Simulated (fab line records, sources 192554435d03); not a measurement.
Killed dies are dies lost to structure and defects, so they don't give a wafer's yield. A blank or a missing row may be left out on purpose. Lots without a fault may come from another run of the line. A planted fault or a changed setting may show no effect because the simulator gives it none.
Which tool did it? | flow n5_finfet | 10 lots, 30 wafers sampled, at 3 steps of a route of 1938

WHAT THE GAUGES READ, wafer by wafer
N5_BEOL_M4_RC_MEAS_101.
lot  | measured     | on        | DIBL_N (mV/V)  | DIBL_P (mV/V)  | IOFF_N (nA/um)    | IOFF_P (nA/um) | ION_N (uA/um) | ION_P (uA/um) | SS_N (mV/dec)  | SS_P (mV/dec)  | VT_N (mV)         | VT_P (mV)
L165 | day 9 23:38  | prober-01 | 36.5 37.5 36.6 | 35.2 37.4 34.6 | 0.145 0.176 0.138 | 0.20 0.24 0.19 | 677 690 674   | 465 477 460   | 71.7 71.7 71.2 | 73.1 73.4 73.4 | 253.5 246.0 252.7 | -251 -247 -251
L169 | day 10 18:29 | prober-02 | 37.6 35.8 35.3 | 37.5 34.8 34.3 | 0.184 0.135 0.135 | 0.22 0.17 0.17 | 686 662 664   | 470 449 458   | 71.3 71.1 71.0 | 73.1 72.5 72.0 | 244.6 250.2 251.1 | -247 -251 -251
L173 | day 11 23:50 | prober-01 | 37.4 36.5 36.8 | 38.4 36.9 36.2 | 0.177 0.157 0.153 | 0.21 0.18 0.18 | 680 669 665   | 462 459 451   | 72.0 71.7 72.0 | 73.6 73.1 73.3 | 248.5 249.4 250.3 | -253 -253 -254
L174 | day 12 05:26 | prober-01 | 37.2 35.8 36.2 | 37.3 36.4 36.6 | 0.182 0.173 0.173 | 0.25 0.24 0.23 | 680 680 677   | 475 472 465   | 71.3 71.3 71.1 | 73.5 73.9 72.8 | 248.5 249.2 247.7 | -246 -245 -246
L176 | day 12 12:53 | prober-02 | 37.1 36.4 34.7 | 37.0 36.4 34.0 | 0.156 0.154 0.120 | 0.22 0.21 0.18 | 666 671 660   | 459 457 453   | 71.4 72.1 70.6 | 74.0 73.0 73.4 | 250.1 252.0 254.0 | -249 -251 -253
L180 | day 13 11:45 | prober-01 | 35.0 35.9 35.8 | 33.2 34.8 34.6 | 0.123 0.141 0.130 | 0.15 0.17 0.17 | 654 665 650   | 443 450 442   | 70.7 71.5 71.2 | 73.8 73.9 73.9 | 256.3 254.5 257.1 | -256 -258 -256
L181 | day 13 12:34 | prober-02 | 35.0 35.4 34.6 | 35.5 36.4 35.6 | 0.126 0.127 0.115 | 0.18 0.19 0.18 | 653 661 658   | 459 460 459   | 70.5 71.3 70.8 | 72.8 73.2 73.1 | 254.0 254.7 254.7 | -251 -251 -252
L184 | day 13 19:12 | prober-01 | 35.7 37.4 36.5 | 36.1 37.9 36.6 | 0.147 0.182 0.170 | 0.25 0.28 0.26 | 673 675 667   | 469 473 464   | 71.2 71.5 71.8 | 73.3 74.0 73.9 | 249.2 246.1 247.4 | -246 -245 -246
L182 | day 13 20:59 | prober-02 | 38.3 37.7 38.1 | 38.4 38.6 38.6 | 0.206 0.195 0.199 | 0.26 0.26 0.26 | 675 675 692   | 463 467 474   | 72.1 72.2 71.5 | 74.6 73.5 73.9 | 247.8 247.5 244.4 | -247 -249 -245
L183 | day 14 03:20 | prober-02 | 37.2 37.1 35.9 | 37.3 36.7 34.6 | 0.186 0.174 0.154 | 0.26 0.25 0.22 | 691 683 689   | 481 473 474   | 71.4 71.6 70.7 | 74.0 74.1 73.9 | 247.1 249.6 253.2 | -246 -247 -250

N5_BEOL_M12_OCD_MEAS_35.
lot  | measured     | on     | trench_depth_nm (nm)
L165 | day 12 16:10 | ocd-02 | 311 319 320
L169 | day 13 19:46 | ocd-02 | 327 322 322
L173 | day 14 18:06 | ocd-01 | 313 316 320
L174 | day 15 00:53 | ocd-01 | 320 322 327
L176 | day 15 03:04 | ocd-02 | 316 315 313
L180 | day 16 04:02 | ocd-02 | 313 314 314
L181 | day 16 06:55 | ocd-02 | 316 315 319
L184 | day 16 09:37 | ocd-01 | 323 322 320
L182 | day 16 18:13 | ocd-01 | 321 320 321
L183 | day 16 17:28 | ocd-02 | 326 319 319

WHICH TOOL RAN EACH LOT (tool, then ch and the chambers of the sampled wafers, then the start)
lot  | N5_BEOL_M12_TRENCH_ETCH_34
L165 | rie_diel-06 ch 0,2,3, day 12 16:01
L169 | rie_diel-01 ch 0,1,3, day 13 19:37
L173 | rie_diel-01 ch 2,3, day 14 17:56
L174 | rie_diel-01 ch 0,2,3, day 15 00:43
L176 | rie_diel-06 ch 0,1,3, day 15 02:55
L180 | rie_diel-06 ch 0,1, day 16 03:53
L181 | rie_diel-06 ch 0,1,3, day 16 06:46
L184 | rie_diel-01 ch 0,1, day 16 09:27
L182 | rie_diel-01 ch 0,1,2, day 16 18:04
L183 | rie_diel-03 ch 0,1,2, day 16 17:18
- N5_BEOL_M12_TRENCH_ETCH_34: etches SiOC in C4F8/O2/Ar, target depth 318.95 nm, time 125.5 s.

WHAT THE TOOLS THEMSELVES READ (means of the sampled wafers that have a number; where no wafer has one, the mark that the record gives instead)
N5_BEOL_M12_TRENCH_ETCH_34.
lot  | tool        | drypump_motor_current_A (A) | he_outer_torr (Torr) | oes_product_au (a.u.) | rf_vpp_V (V) | showerhead_plenum_p_Torr (Torr) | throttle_valve_pct (%)
L165 | rie_diel-06 | 6.0                         | 30.02                | 0.75                  | 665.9        | 3.42                            | 24.4
L169 | rie_diel-01 | 5.7                         | 30.03                | 0.82                  | 663.2        | 3.36                            | 24.0
L173 | rie_diel-01 | 6.0                         | 29.98                | 0.73                  | 666.1        | 3.45                            | 24.2
L174 | rie_diel-01 | 5.8                         | 30.02                | 0.78                  | 664.3        | 3.38                            | 24.3
L176 | rie_diel-06 | 5.7                         | 29.99                | 0.76                  | 664.2        | 3.37                            | 24.3
L180 | rie_diel-06 | 5.8                         | 30.06                | 0.72                  | 663.4        | 3.36                            | 24.4
L181 | rie_diel-06 | 5.7                         | 30.06                | 0.75                  | 664.2        | 3.37                            | 24.3
L184 | rie_diel-01 | 5.5                         | 29.96                | 0.77                  | 664.6        | 3.38                            | 24.2
L182 | rie_diel-01 | 5.6                         | 29.94                | 0.84                  | 664.6        | 3.41                            | 24.2
L183 | rie_diel-03 | 5.8                         | 29.98                | 0.82                  | 668.3        | 3.53                            | 24.2

THE ANSWER, worked out from the rows above alone
Rule: what is usual is taken from the lots themselves. Put in order of their means at a reading, lots are off if they are a third of the lots or fewer, leave a main group of 4 or more, and stand apart from it by a gap of 3 or more times the standard deviation of the main group's means; of several such gaps the widest counts. A main group whose means are all the same, to the digits that the tables above print for the reading, isn't used. A lot without any number at a reading at which 4 lots or more have one is off too. The other lots that the step has rows for count as sound. The gauges are gone through in route order, then the tools' own readings, and for those a lot's mean is taken as printed above. The first step at which some lot is off is used, and at that step the reading that is off furthest; a lot without a number counts as furthest.
No lot is off at any reading shown: from this, nothing can be told.

WHAT THE SIMULATOR HAD PUT IN
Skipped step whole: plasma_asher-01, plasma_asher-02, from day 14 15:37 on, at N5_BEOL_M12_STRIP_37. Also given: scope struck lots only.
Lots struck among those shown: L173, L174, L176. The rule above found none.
